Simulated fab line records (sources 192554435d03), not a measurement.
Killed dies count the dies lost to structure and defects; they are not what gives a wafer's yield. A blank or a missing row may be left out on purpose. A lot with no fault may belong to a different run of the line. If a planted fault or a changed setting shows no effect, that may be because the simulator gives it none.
Matching of chambers	flow n5_finfet	rie_diel-05 running N5_BEOL_M4_DESCUM_16: 4 sister chambers
The step chemistry O2, time 7 s. 14 wafers are shown with their chamber, then 7 later ones without.

== WAFERS PAIRED WITH THEIR CHAMBERS ==
wafer	chamber	showerhead_plenum_p_Torr (Torr)	drypump_motor_current_A (A)	throttle_valve_pct (%)
L076.1	2	2.23	5.5	20.25
L076.3	1	2.12	5.2	20.69
L076.4	0	2.04	5.9	19.99
L077.1	3	2.15	4.9	20.40
L077.3	2	2.23	5.5	20.24
L077.6	0	2.04	5.9	19.99
L080.1	3	2.15	4.8	20.39
L080.3	1	2.12	5.2	20.73
L080.5	1	2.12	5.2	20.69
L084.2	0	2.04	5.9	20.04
L084.4	1	2.11	5.2	20.70
L084.5	3	2.15	4.9	20.42
L085.2	1	2.11	5.2	20.73
L085.4	2	2.23	5.5	20.28

SIGNATURES, as means of the wafers listed above
reading	chamber 0	chamber 1	chamber 2	chamber 3	scatter within a chamber
showerhead_plenum_p_Torr	2.0400	2.1160	2.2300	2.1500	0.00346
drypump_motor_current_A	5.900	5.200	5.500	4.867	0.0258
throttle_valve_pct	20.0067	20.7080	20.2567	20.4033	0.0216
Rule: distance of a wafer from a chamber = root of the sum over the readings of ((wafer's reading minus chamber's mean) / reading's scatter) squared. The wafer belongs to the nearest chamber; if the next one is less than 2 further off, it can't be placed. How the scatter is found: for the shown wafers, subtract from each reading the mean of its chamber, square and add these, divide the total by (wafers less chambers), then take the root.

== WAFERS WITHOUT THEIR CHAMBER ==
wafer	showerhead_plenum_p_Torr (Torr)	drypump_motor_current_A (A)	throttle_valve_pct (%)
L085.6	2.23	5.6	20.28
L092.2	2.22	5.5	20.30
L092.3	2.03	5.9	20.06
L092.5	2.22	5.5	20.29
L095.2	2.03	5.9	20.08
L095.3	2.10	5.2	20.75
L095.4	2.22	5.5	20.31

== CHAMBER TAKEN BY EACH ==
wafer	from the rows above	in truth
L085.6	2	2
L092.2	2	2
L092.3	0	0
L092.5	2	2
L095.2	0	0
L095.3	1	1
L095.4	2	2
Placed correctly: 7 of 7. Can't be placed from these rows: 0. Placed wrongly: 0.
